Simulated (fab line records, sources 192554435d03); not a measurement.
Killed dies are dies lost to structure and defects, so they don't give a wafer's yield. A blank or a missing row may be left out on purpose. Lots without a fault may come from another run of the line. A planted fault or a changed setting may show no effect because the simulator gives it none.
Which tool did it? | flow n5_finfet | 9 lots, 26 wafers sampled, at 1 step of a route of 1938

WHAT THE GAUGES READ, wafer by wafer
N5_MIM_BOT_LITHO_OVL_MEAS_11.
lot  | measured     | on         | MIM_BOT_OVL (nm)
L182 | day 13 08:23 | overlay-02 | 4 0 4
L184 | day 13 21:38 | overlay-01 | 2 9
L192 | day 15 20:02 | overlay-02 | -5 0 4
L195 | day 16 10:43 | overlay-01 | 1 8 8
L197 | day 16 22:41 | overlay-02 | 8 6 4
L199 | day 17 08:16 | overlay-01 | 7 6 2
L200 | day 17 13:28 | overlay-01 | 7 5 -5
L202 | day 18 15:59 | overlay-01 | 4 -2 -7
L201 | day 18 19:28 | overlay-02 | 7 12 10

WHICH TOOL RAN EACH LOT (tool, then ch and the chambers of the sampled wafers, then the start)
The record holds no process step before these readings.

WHAT THE TOOLS THEMSELVES READ (means of the sampled wafers that have a number; where no wafer has one, the mark that the record gives instead)
The record holds no such reading with a usual standard deviation.

THE ANSWER, worked out from the rows above alone
Rule: what is usual is taken from the lots themselves. Put in order of their means at a reading, lots are off if they are a third of the lots or fewer, leave a main group of 4 or more, and stand apart from it by a gap of 3 or more times the standard deviation of the main group's means; of several such gaps the widest counts. A main group whose means are all the same, to the digits that the tables above print for the reading, isn't used. A lot without any number at a reading at which 4 lots or more have one is off too. The other lots that the step has rows for count as sound. The gauges are gone through in route order, then the tools' own readings, and for those a lot's mean is taken as printed above. The first step at which some lot is off is used, and at that step the reading that is off furthest; a lot without a number counts as furthest.
No lot is off at any reading shown: from this, nothing can be told.

WHAT THE SIMULATOR HAD PUT IN
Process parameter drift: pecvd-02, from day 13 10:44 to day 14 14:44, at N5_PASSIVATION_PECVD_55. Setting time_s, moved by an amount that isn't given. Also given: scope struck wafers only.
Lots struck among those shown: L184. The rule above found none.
